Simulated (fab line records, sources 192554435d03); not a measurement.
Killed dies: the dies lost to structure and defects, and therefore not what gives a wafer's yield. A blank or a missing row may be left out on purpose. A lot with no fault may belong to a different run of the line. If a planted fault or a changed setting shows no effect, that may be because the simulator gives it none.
Chamber matching | flow n5-finfet | ald-metal-02 running N5_BEOL_M3_ALD_84: 4 sister chambers
The step deposits TaN, pulse time 2 s, purge time 3 s, co reactant purge time 2 s. 7 wafers are shown with their chamber, then 8 later ones without.

== WAFERS PAIRED WITH THEIR CHAMBERS ==
wafer  | chamber | heater-power-w (W)
L077.4 | 2       | 417
L074.2 | 0       | 445
L074.4 | 2       | 419
L087.3 | 3       | 418
L087.4 | 1       | 386
L087.6 | 3       | 404
L090.1 | 1       | 384

== WAFERS WHOSE CHAMBER IS MISSING ==
wafer  | heater-power-w (W)
L090.2 | 456
L090.4 | 408
L089.1 | 421
L089.4 | 449
L089.6 | 408
L093.3 | 406
L093.4 | 414
L093.6 | 460

== WHICH CHAMBER EACH WENT THROUGH ==
wafer  | from the rows above     | in truth
L090.2 | 0                       | 0
L090.4 | can't be placed: 3 or 2 | 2
L089.1 | can't be placed: 2 or 3 | 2
L089.4 | 0                       | 0
L089.6 | can't be placed: 3 or 2 | 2
L093.3 | can't be placed: 3 or 2 | 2
L093.4 | can't be placed: 3 or 2 | 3
L093.6 | 0                       | 0
Correct placement for 3 of the 8. Not placeable from these rows: 5 (in 5, the candidates include the true chamber). 0 placed wrongly.
How it was worked out, from the rows above alone: a wafer's distance from a chamber is the root of the sum, over the readings, of the square of ((its reading less the chamber's mean) divided by the reading's scatter). If the next closest chamber is less than 2 further off than the closest, the wafer can't be placed; otherwise it belongs to the closest. Each chamber's mean is taken over the wafers shown for it. How the scatter is found: for the shown wafers, subtract from each reading the mean of its chamber, square and add these, divide the total by (wafers less chambers), then take the root.
